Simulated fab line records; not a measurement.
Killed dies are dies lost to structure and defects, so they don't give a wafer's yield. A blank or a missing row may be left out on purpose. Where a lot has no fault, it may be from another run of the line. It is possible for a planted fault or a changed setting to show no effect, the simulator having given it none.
Split-lot experiment | flow n5 finfet | 21 wafers read across 7 lots, on a route 1938 steps long

## THE SPLIT ITSELF
At N5_BEOL_M8_ILD_DEP_00 (deposits SiCOH lowk from DEMS/porogen, target thk 179.75 nm, time 33.4 s), the setting time s was moved away from the recipe's 33.4 s on 7 of the 21 wafers read, by -10.3% to +9.0%. This setting was run at the recipe's value on the other wafers.

## FROM SPLIT TO READING: 1 step shown by the file between the two
- N5_BEOL_M8_CURE_74: cures SiCOH lowk, time 240 s

## THE READING
M8_ILD_THK, in nm, at N5_BEOL_M8_THK_MEAS_01. Fault-free wafers of this fab line usually give 155.2 nm, standard deviation 2 nm.

wafer  | tool, chamber at the split | time s as run, s | against the recipe | M8_ILD_THK, nm | against lot-mates on the recipe
L076.1 | pecvd-02, 2                | 29.96            | -10.3%             | 138.4          | -16.6
L076.3 | pecvd-02, 1                | 29.96            | -10.3%             | 137.7          | -17.3
L076.5 | pecvd-02, 1                | 33.4             | recipe             | 155.0          | -
L085.3 | pecvd-01, 2                | 36.09            | +8.1%              | 166.9          | +11.7
L085.4 | pecvd-01, 2                | 36.09            | +8.1%              | 169.5          | +14.3
L085.6 | pecvd-01, 1                | 33.4             | recipe             | 155.2          | -
L086.1 | pecvd-02, 1                | 33.4             | recipe             | 156.3          | -
L086.2 | pecvd-02, 2                | 33.4             | recipe             | 158.4          | -
L086.3 | pecvd-02, 0                | 33.4             | recipe             | 157.9          | -
L090.3 | pecvd-02, 2                | 36.39            | +9.0%              | 169.3          | +13.9
L090.4 | pecvd-02, 0                | 36.39            | +9.0%              | 170.7          | +15.3
L090.5 | pecvd-02, 1                | 33.4             | recipe             | 155.4          | -
L092.2 | pecvd-03, 1                | 33.4             | recipe             | 153.6          | -
L092.3 | pecvd-03, 2                | 33.4             | recipe             | 155.3          | -
L092.6 | pecvd-03, 0                | 33.4             | recipe             | 157.8          | -
L095.4 | pecvd-01, 1                | 33.4             | recipe             | 154.9          | -
L095.5 | pecvd-01, 2                | 33.4             | recipe             | 156.0          | -
L095.6 | pecvd-01, 0                | 33.4             | recipe             | 156.0          | -
L097.1 | pecvd-01, 0                | 33.4             | recipe             | 152.9          | -
L097.4 | pecvd-01, 2                | 30.68            | -8.1%              | 141.0          | -12.7
L097.5 | pecvd-01, 1                | 33.4             | recipe             | 154.4          | -

FIT RESULTS
A straight line over all 21 wafers: M8_ILD_THK changes by +1.66 nm for each +1% of time s; r = +0.99; the points scatter about the line by 1.4 nm.
The same after taking each lot's own level away (the mean of its wafers on the recipe; 21 wafers): +1.62 nm for each +1%; r = +0.99; scatter 0.98 nm.
Per that fit: largest time s move, reading shift of 17 nm.
The lots' own levels span 153.65 to 157.53 nm, that is 1.9 times the standard deviation above.
The two slopes agree, so the slope changes little with the lot-to-lot level.
Check: for one of the wafers moved furthest among these (-10.3%), held out of the fit, the line's prediction against its lot-mates is -16.8 nm. It came out at -16.6 nm against them.

## ADDITIONAL SPLITS CARRIED BY THESE WAFERS
Other splits were also applied to these wafers ahead of the reading. Each is held against what the fit with the lots' levels taken away leaves over:
other split on the same wafers | wafers away from the commonest value | r with M8_ILD_THK (lot level and that fit taken away)
N5_BEOL_M6_ALD_77 ald cycles   | 4                                    | +0.29

## THE WHOLE CHAIN: every reading that the file lists as answering this split, in the file's order
step                   | what it does                                                             | reading                                                                                  | change (the file's fit)              | r (the file's)
N5_BEOL_M8_ILD_DEP_00  | deposits SiCOH lowk from DEMS/porogen, target thk 179.75 nm, time 33.4 s | SiCOH_lowk_of_BEOL_M8_ILD_DEP_00.thk nm (the simulator's own value, which no gauge read) | +1.85 nm for each +1% of the setting | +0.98
N5_BEOL_M8_CURE_74     | cures SiCOH lowk, time 240 s                                             | SiCOH_lowk_of_BEOL_M8_ILD_DEP_00.thk nm (the simulator's own value, which no gauge read) | +1.61 nm for each +1% of the setting | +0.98
N5_BEOL_M8_THK_MEAS_01 |                                                                          | M8_ILD_THK                                                                               | +1.62 for each +1% of the setting    | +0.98

## THE FILE'S OWN FIT
M8_ILD_THK changes by +1.62 nm for each +1% of time s, r = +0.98.
